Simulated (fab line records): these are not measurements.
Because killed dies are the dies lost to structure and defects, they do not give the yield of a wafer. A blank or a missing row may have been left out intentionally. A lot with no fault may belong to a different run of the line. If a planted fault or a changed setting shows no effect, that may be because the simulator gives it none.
A struck lot beside a sound one / flow nand-harc / 19 out of 1302 route steps
Sound: the wafers L800.3, L800.4, L800.5. The struck wafers were L805.1, L805.3, L805.6. The cause is named last.
At each step with rows: each side's tool, then ch and its chambers, then its first start. Under that, the readings that differ: sound wafers / struck wafers / difference of the means / sigmas: that difference in standard deviations of wafers without a fault.
alike: a reading whose means differ by less than 2 such deviations, as well as words and numbers matching on both sides. not compared: withheld readings; readings where some wafer has no value; bounds like >300 that might hide an equal value; numbers whose values overlap and for which the record gives no deviation.
The two part at a step that has a row with sigmas, a row that says differs or no value, or rows on one side only. Numbers that don't overlap but have no deviation are shown without sigmas and don't part them. Lack of a reading on every wafer of one side parts them only where that side has two or more wafers.

NHARC_P_ZERO_WELL_CD_MEAS_11: target cd 500 nm.
  sound on cd-sem-01 ch 0, day 1 21:10; struck on cd-sem-02 ch 0, day 3 23:07
  alike: cd-nm
then, 1 step without rows for these wafers: NHARC_P_ZERO_WELL_HARDBAKE_12 (time 65 s).
NHARC_P_ZERO_WELL_DESCUM_13: chemistry O2, time 3 s.
  sound on rie-diel-08 ch 0,1,2, day 1 22:48; struck on rie-diel-06 ch 1,2,3, day 3 23:17
  alike: drypump-motor-current-A, oes-product-au, rf-vpp-V, showerhead-plenum-p-Torr, throttle-valve-pct
  not compared: rf-hours-counter-h
NHARC_P_ZERO_WELL_ETCH_65: etches the open film in N2/H2, target depth 80 nm, overetch 24 nm, time 87.88 s.
  sound on rie-diel-08 ch 2,3, day 1 22:55; struck on rie-diel-06 ch 2,3, day 3 23:22
reading=showerhead-plenum-p-Torr (Torr); sound=2.09 2.14 2.09; struck=2.01 1.89 1.89; difference=-0.18; sigmas=-2
  alike: drypump-motor-current-A, oes-product-au, rf-vpp-V, throttle-valve-pct
  not compared: rf-hours-counter-h
NHARC_P_ZERO_WELL_ETCH_62: etches the open film in CHF3/Ar, target depth 13 nm, time 6.5 s.
  sound on rie-diel-08 ch 1,3; struck on rie-diel-06 ch 0,1,2
  alike: drypump-motor-current-A, oes-product-au, rf-vpp-V, showerhead-plenum-p-Torr, throttle-valve-pct
  not compared: rf-hours-counter-h
NHARC_P_ZERO_WELL_ETCH_63: etches the open film in HBr/Cl2, target depth 120 nm, time 40.1 s.
  sound on rie-si-04 ch 0,1,3, day 1 23:07; struck on rie-si-03 ch 0,3, day 3 23:32
  alike: drypump-motor-current-A, oes-product-au, throttle-valve-pct
  not compared: rf-hours-counter-h
then, 6 steps without rows for these wafers: NHARC_P_ZERO_WELL_STRIP_15 (strips in SPM, time 900 s); NHARC_P_ZERO_WELL_DEHYDRATE_16 (time 120 s); NHARC_P_ZERO_WELL_HMDS_17 (time 30 s); NHARC_P_ZERO_WELL_COAT_18; NHARC_P_ZERO_WELL_SOFTBAKE_19 (time 95 s); NHARC_P_ZERO_WELL_EBR_20.
NHARC_P_ZERO_WELL_EXPOSE_21: exposes mask P NWELL, target cd 720 nm.
  sound on krf-scanner-02 ch 0, day 1 23:54; struck on krf-scanner-02 ch 0, day 4 00:13
reading=mask; sound=P_NWELL#0 P_NWELL#0 P_NWELL#0; struck=P_NWELL_R1#0 P_NWELL_R1#0 P_NWELL_R1#0; difference=differs; sigmas=
then, 2 steps without rows for these wafers: NHARC_P_ZERO_WELL_PEB_22 (peb time 85 s); NHARC_P_ZERO_WELL_DEVELOP_23 (time 70 s).
NHARC_P_ZERO_WELL_CD_MEAS_24: target cd 720 nm.
  sound on cd-sem-02 ch 0, day 2 00:02; struck on cd-sem-03 ch 0, day 4 00:22
reading=cd-nm (nm); sound=724.3 720.8 722.1; struck=712.4 709.7 712.5; difference=-10.9; sigmas=-4
then, 1 step without rows for these wafers: NHARC_P_ZERO_WELL_HARDBAKE_25 (time 80 s).
NHARC_P_ZERO_WELL_DESCUM_26: chemistry O2, time 3 s.
  sound on rie-diel-06 ch 0,2, day 2 00:12; struck on rie-diel-08 ch 0,3, day 4 00:31
reading=throttle-valve-pct (%); sound=11.321 11.323 11.334; struck=11.323 11.307 11.295; difference=-0.018; sigmas=-2
reading=model.P_ZERO_WELL.cd-nm (nm); sound=723.6 720.5 722.7; struck=711.3 709.4 712.4; difference=-11.2; sigmas=
  alike: drypump-motor-current-A, oes-product-au, rf-vpp-V, showerhead-plenum-p-Torr
  not compared: rf-hours-counter-h
after that, 1 step had no rows for these wafers: NHARC_P_ZERO_WELL_IMPLANT_27.

WHERE THEY PART
First at NHARC_P_ZERO_WELL_ETCH_65; last, within this record, at NHARC_P_ZERO_WELL_DESCUM_26.

WHY: what the simulator had put in
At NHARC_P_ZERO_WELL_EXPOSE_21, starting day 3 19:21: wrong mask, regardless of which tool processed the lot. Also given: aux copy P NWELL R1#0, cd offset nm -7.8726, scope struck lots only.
